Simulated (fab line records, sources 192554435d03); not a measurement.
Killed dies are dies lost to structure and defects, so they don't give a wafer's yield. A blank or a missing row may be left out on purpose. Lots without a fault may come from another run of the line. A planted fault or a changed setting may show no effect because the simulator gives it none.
Which tool did it? | flow n5_finfet | 12 lots, 36 wafers sampled, at 4 steps of a route of 1938

WHAT THE GAUGES READ, wafer by wafer
N5_BEOL_M11_INSPECT_13: inspects for defects (brightfield). Usual: raw_defect_count 370, standard deviation 85.
lot  | measured     | on                | raw_defect_count | flag
L498 | day 10 21:00 | defect_inspect-02 | 326 444 511      |
L497 | day 11 00:15 | defect_inspect-02 | 380 384 353      |
L500 | day 11 00:33 | defect_inspect-01 | 476 368 419      |
L501 | day 11 11:25 | defect_inspect-02 | 375 496 479      |
L502 | day 11 16:53 | defect_inspect-02 | 329 338 254      |
L503 | day 12 04:22 | defect_inspect-02 | 343 362 442      |
L507 | day 13 13:52 | defect_inspect-01 | 441 344 365      |
L512 | day 15 01:39 | defect_inspect-02 | 587 478 610      |
L514 | day 15 03:13 | defect_inspect-02 | 412 382 395      |
L513 | day 15 07:31 | defect_inspect-02 | 463 315 413      |
L515 | day 15 14:09 | defect_inspect-01 | 371 325 379      |
L517 | day 15 18:22 | defect_inspect-01 | 378 278 450      |

WHICH TOOL RAN EACH LOT (tool, then ch and the chambers of the sampled wafers, then the start)
lot  | N5_BEOL_M10_ANNEAL_51            | N5_BEOL_M11_PECVD_70            | N5_BEOL_M11_COAT_60
L498 | rtp_anneal-01 ch 0, day 10 18:08 | pecvd-01 ch 1,2, day 10 19:40   | litho_track-01 ch 0, day 10 20:35
L497 | rtp_anneal-01 ch 0, day 10 20:47 | pecvd-02 ch 0,1, day 10 22:14   | litho_track-01 ch 0, day 10 23:50
L500 | rtp_anneal-02 ch 0, day 10 22:11 | pecvd-01 ch 0,1,2, day 10 23:37 | litho_track-01 ch 0, day 11 00:08
L501 | rtp_anneal-01 ch 0, day 11 08:35 | pecvd-04 ch 1,2, day 11 09:57   | litho_track-02 ch 0, day 11 11:07
L502 | rtp_anneal-02 ch 0, day 11 14:40 | pecvd-04 ch 0,1, day 11 16:14   | litho_track-01 ch 0, day 11 16:28
L503 | rtp_anneal-02 ch 0, day 12 01:21 | pecvd-01 ch 1,2, day 12 02:47   | litho_track-05 ch 0, day 12 03:56
L507 | rtp_anneal-02 ch 0, day 13 11:36 | pecvd-02 ch 0,1, day 13 13:02   | litho_track-05 ch 0, day 13 13:26
L512 | rtp_anneal-02 ch 0, day 14 23:35 | pecvd-04 ch 0,1,2, day 15 01:01 | litho_track-02 ch 0, day 15 01:22
L514 | rtp_anneal-01 ch 0, day 15 00:49 | pecvd-01 ch 1,2, day 15 02:14   | litho_track-05 ch 0, day 15 02:55
L513 | rtp_anneal-02 ch 0, day 15 04:32 | pecvd-01 ch 0,2, day 15 06:25   | litho_track-05 ch 0, day 15 07:13
L515 | rtp_anneal-02 ch 0, day 15 11:29 | pecvd-02 ch 0,1,2, day 15 12:51 | litho_track-02 ch 0, day 15 13:44
L517 | rtp_anneal-01 ch 0, day 15 15:58 | pecvd-02 ch 0,1,2, day 15 17:25 | litho_track-01 ch 0, day 15 18:05
- N5_BEOL_M10_ANNEAL_51: time 90 s.
- N5_BEOL_M11_PECVD_70: deposits SiO2 from TEOS/O2, target thk 20 nm, time 22.7 s.
- N5_BEOL_M11_COAT_60: time 60 s, resist thk 30 nm.

WHAT THE TOOLS THEMSELVES READ (means of the sampled wafers that have a number; where no wafer has one, the mark that the record gives instead)
N5_BEOL_M10_ANNEAL_51. Usual: wafer_temp_C_max 226.12, standard deviation 0.26.
lot  | tool          | wafer_temp_C_max | flag
L498 | rtp_anneal-01 | 226.19           |
L497 | rtp_anneal-01 | 225.68           |
L500 | rtp_anneal-02 | 226.21           |
L501 | rtp_anneal-01 | 226.24           |
L502 | rtp_anneal-02 | 225.99           |
L503 | rtp_anneal-02 | 226.17           |
L507 | rtp_anneal-02 | 226.14           |
L512 | rtp_anneal-02 | 226.17           |
L514 | rtp_anneal-01 | 226.03           |
L513 | rtp_anneal-02 | 226.10           |
L515 | rtp_anneal-02 | 226.22           |
L517 | rtp_anneal-01 | 226.16           |

N5_BEOL_M11_PECVD_70. Usual: heater_power_w 712 W, standard deviation 63; showerhead_plenum_p_Torr 8.766 Torr, standard deviation 0.021; throttle_valve_pct 22.8 %, standard deviation 1.7.
lot  | tool     | heater_power_w (W) | showerhead_plenum_p_Torr (Torr) | throttle_valve_pct (%) | flag
L498 | pecvd-01 | 769                | 8.745                           | 23.1                   |
L497 | pecvd-02 | 737                | 8.795                           | 23.2                   |
L500 | pecvd-01 | 686                | 8.750                           | 22.2                   |
L501 | pecvd-04 | 697                | 8.785                           | 24.1                   |
L502 | pecvd-04 | 718                | 8.773                           | 23.6                   |
L503 | pecvd-01 | 721                | 8.763                           | 21.8                   |
L507 | pecvd-02 | 774                | 8.789                           | 23.2                   |
L512 | pecvd-04 | 761                | 8.769                           | 23.1                   |
L514 | pecvd-01 | 742                | 8.739                           | 21.9                   |
L513 | pecvd-01 | 689                | 8.754                           | 21.8                   |
L515 | pecvd-02 | 709                | 8.777                           | 22.8                   |
L517 | pecvd-02 | 688                | 8.772                           | 22.9                   |

N5_BEOL_M11_COAT_60. Usual: chill_plate_temp_C 23.00 C, standard deviation 0.1; spin_speed_rpm 1499.9 rpm, standard deviation 1.2.
lot  | tool           | chill_plate_temp_C (C) | spin_speed_rpm (rpm) | flag
L498 | litho_track-01 | 23.13                  | 1500.1               |
L497 | litho_track-01 | 22.99                  | 1500.0               |
L500 | litho_track-01 | 22.99                  | 1500.8               |
L501 | litho_track-02 | 22.90                  | 1499.6               |
L502 | litho_track-01 | 22.99                  | 1498.6               |
L503 | litho_track-05 | 23.01                  | 1499.7               |
L507 | litho_track-05 | 22.91                  | 1499.8               |
L512 | litho_track-02 | 22.95                  | 1501.0               |
L514 | litho_track-05 | 23.02                  | 1443.6               | OFF
L513 | litho_track-05 | 22.91                  | 1443.4               | OFF
L515 | litho_track-02 | 22.97                  | 1499.3               |
L517 | litho_track-01 | 22.94                  | 1500.4               |

THE ANSWER, worked out from the rows above alone
Rule: a lot is off if the mean of its wafers that have a number lies more than 3 standard deviations from the usual mean. A lot without any number at a reading at which 4 lots or more have one is off too. The other lots that the step has rows for count as sound. The gauges are gone through in route order, then the tools' own readings, and for those a lot's mean is taken as printed above. The first step at which some lot is off is used, and at that step the reading that is off furthest; a lot without a number counts as furthest.
Off: L514, L513, at N5_BEOL_M11_COAT_60 (spin_speed_rpm).
A tool fits if, at that step or a process step before it, it ran every lot that is off, and no sound lot after the first of them. Can't be told from this: 2 tools fit, pecvd-01 at N5_BEOL_M11_PECVD_70, litho_track-05 at N5_BEOL_M11_COAT_60.

WHAT THE SIMULATOR HAD PUT IN
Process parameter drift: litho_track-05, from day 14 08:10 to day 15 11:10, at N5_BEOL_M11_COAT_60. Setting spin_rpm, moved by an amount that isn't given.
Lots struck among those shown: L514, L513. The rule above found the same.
